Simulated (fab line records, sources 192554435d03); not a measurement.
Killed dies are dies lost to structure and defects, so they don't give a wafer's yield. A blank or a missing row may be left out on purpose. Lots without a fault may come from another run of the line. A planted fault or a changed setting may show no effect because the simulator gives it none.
Split-lot experiment | flow n5_finfet | 7 lots, 39 wafers read, on a route of 1938 steps

THE SPLIT
At N5_HKMG_FIN_ETCH_35 (etches SOC in N2/H2, target depth 215.8 nm, time 243.4 s), the setting target_depth_a was moved away from the recipe's 2158 angstrom on 15 of the 39 wafers read, by -8.9% to +9.4%. The other wafers ran this setting at the recipe's value.

The reading is taken at the split's own step.

THE READING
SOC_of_HKMG_FIN_COAT_29.thk_nm (the simulator's own value, which no gauge read), in nm, at N5_HKMG_FIN_ETCH_35 (etches SOC in N2/H2, target depth 215.8 nm, time 243.4 s). The file gives no usual value for it. The 24 wafers here that ran the recipe average 81.5 nm, standard deviation 3.9 nm.

wafer  | tool, chamber at the split | target_depth_a as run, angstrom | against the recipe | SOC_of_HKMG_FIN_COAT_29.thk_nm, nm | against lot-mates on the recipe
L074.1 | rie_diel-03, 0             | 2158                            | recipe             | 78.2                               | -
L074.2 | rie_diel-03, 1             | 2341                            | +8.5%              | 59.4                               | -22.0
L074.3 | rie_diel-03, 2             | 2341                            | +8.5%              | 65.4                               | -16.0
L074.4 | rie_diel-03, 3             | 2341                            | +8.5%              | 61.6                               | -19.8
L074.5 | rie_diel-03, 3             | 2158                            | recipe             | 81.2                               | -
L074.6 | rie_diel-03, 2             | 2158                            | recipe             | 84.8                               | -
L077.1 | rie_diel-03, 2             | 2158                            | recipe             | 84.2                               | -
L077.2 | rie_diel-03, 1             | 1965                            | -8.9%              | 95                                 | +16.3
L077.3 | rie_diel-03, 0             | 1965                            | -8.9%              | 96.4                               | +17.7
L077.4 | rie_diel-03, 3             | 2158                            | recipe             | 76                                 | -
L077.5 | rie_diel-03, 0             | 1965                            | -8.9%              | 97                                 | +18.3
L077.6 | rie_diel-03, 3             | 2158                            | recipe             | 76                                 | -
L080.1 | rie_diel-03, 0             | 2074                            | -3.9%              | 85.8                               | +4.5
L080.2 | rie_diel-03, 3             | 2158                            | recipe             | 80                                 | -
L080.3 | rie_diel-03, 2             | 2158                            | recipe             | 85.2                               | -
L080.4 | rie_diel-03, 1             | 2074                            | -3.9%              | 90.6                               | +9.3
L080.5 | rie_diel-03, 0             | 2158                            | recipe             | 78.6                               | -
L080.6 | rie_diel-03, 1             | 2074                            | -3.9%              | 87.8                               | +6.5
L081.2 | rie_diel-05, 0             | 2158                            | recipe             | 79                                 | -
L081.4 | rie_diel-05, 2             | 2158                            | recipe             | 88.8                               | -
L081.6 | rie_diel-05, 3             | 2158                            | recipe             | 80                                 | -
L085.1 | rie_diel-03, 3             | 2361                            | +9.4%              | 58.4                               | -22.9
L085.2 | rie_diel-03, 1             | 2158                            | recipe             | 79.4                               | -
L085.3 | rie_diel-03, 2             | 2158                            | recipe             | 84.8                               | -
L085.4 | rie_diel-03, 0             | 2361                            | +9.4%              | 58.6                               | -22.7
L085.5 | rie_diel-03, 0             | 2158                            | recipe             | 79.6                               | -
L085.6 | rie_diel-03, 1             | 2361                            | +9.4%              | 59.6                               | -21.7
L089.1 | rie_diel-03, 1             | 2158                            | recipe             | 78                                 | -
L089.2 | rie_diel-03, 2             | 2158                            | recipe             | 83.8                               | -
L089.3 | rie_diel-03, 3             | 2231                            | +3.4%              | 69.2                               | -10.4
L089.4 | rie_diel-03, 0             | 2231                            | +3.4%              | 73.6                               | -6.0
L089.5 | rie_diel-03, 1             | 2158                            | recipe             | 77                                 | -
L089.6 | rie_diel-03, 0             | 2231                            | +3.4%              | 72.8                               | -6.8
L096.1 | rie_diel-04, 1             | 2158                            | recipe             | 82.4                               | -
L096.2 | rie_diel-04, 2             | 2158                            | recipe             | 79.4                               | -
L096.3 | rie_diel-04, 3             | 2158                            | recipe             | 89                                 | -
L096.4 | rie_diel-04, 3             | 2158                            | recipe             | 89.4                               | -
L096.5 | rie_diel-04, 2             | 2158                            | recipe             | 79                                 | -
L096.6 | rie_diel-04, 1             | 2158                            | recipe             | 82.8                               | -

THE FIT
A straight line over all 39 wafers: SOC_of_HKMG_FIN_COAT_29.thk_nm changes by -2.09 nm for each +1% of target_depth_a; r = -0.94; the points scatter about the line by 3.6 nm.
The same after taking each lot's own level away (the mean of its wafers on the recipe; 39 wafers): -2.16 nm for each +1%; r = -0.95; scatter 3.1 nm.
On that fit, the largest move of target_depth_a shifts the reading by 20 nm.
The lots' own levels span 78.73 to 83.67 nm, that is 1.3 times the standard deviation above.
So the lot-to-lot level changes the slope little: the two slopes agree.
Check: with one of the wafers moved furthest among these (+9.4%) left out of the fit, the line predicts -20.6 nm for it against its lot-mates. It came out at -22.9 nm against them.

OTHER SPLITS ON THESE WAFERS
These wafers also went through other splits before the reading. Each is held against what the fit with the lots' levels taken away leaves over:
other split on the same wafers | wafers away from the commonest value | r with SOC_of_HKMG_FIN_COAT_29.thk_nm (lot level and that fit taken away)
N5_FIN_SAQP_ALD_61 ald_cycles  | 18                                   | -0.11
N5_HKMG_FIN_ETCH_32 source_w   | 12                                   | -0.40

THE WHOLE CHAIN: every reading that the file lists as answering this split, in the file's order
step                | what it does                                             | reading                                                                         | change (the file's fit)              | r (the file's)
N5_HKMG_FIN_ETCH_35 | etches SOC in N2/H2, target depth 215.8 nm, time 243.4 s | HKMG_FIN.feature_depth_nm (the simulator's own value, which no gauge read)      | +2.2 nm for each +1% of the setting  | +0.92
N5_HKMG_FIN_ETCH_35 | etches SOC in N2/H2, target depth 215.8 nm, time 243.4 s | etch.depth_nm (the simulator's own value, which no gauge read)                  | +2.2 nm for each +1% of the setting  | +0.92
N5_HKMG_FIN_ETCH_35 | etches SOC in N2/H2, target depth 215.8 nm, time 243.4 s | SOC_of_HKMG_FIN_COAT_29.thk_nm (the simulator's own value, which no gauge read) | -2.18 nm for each +1% of the setting | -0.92

THE FILE'S OWN FIT
SOC_of_HKMG_FIN_COAT_29.thk_nm changes by -2.18 nm for each +1% of target_depth_a, r = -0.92.
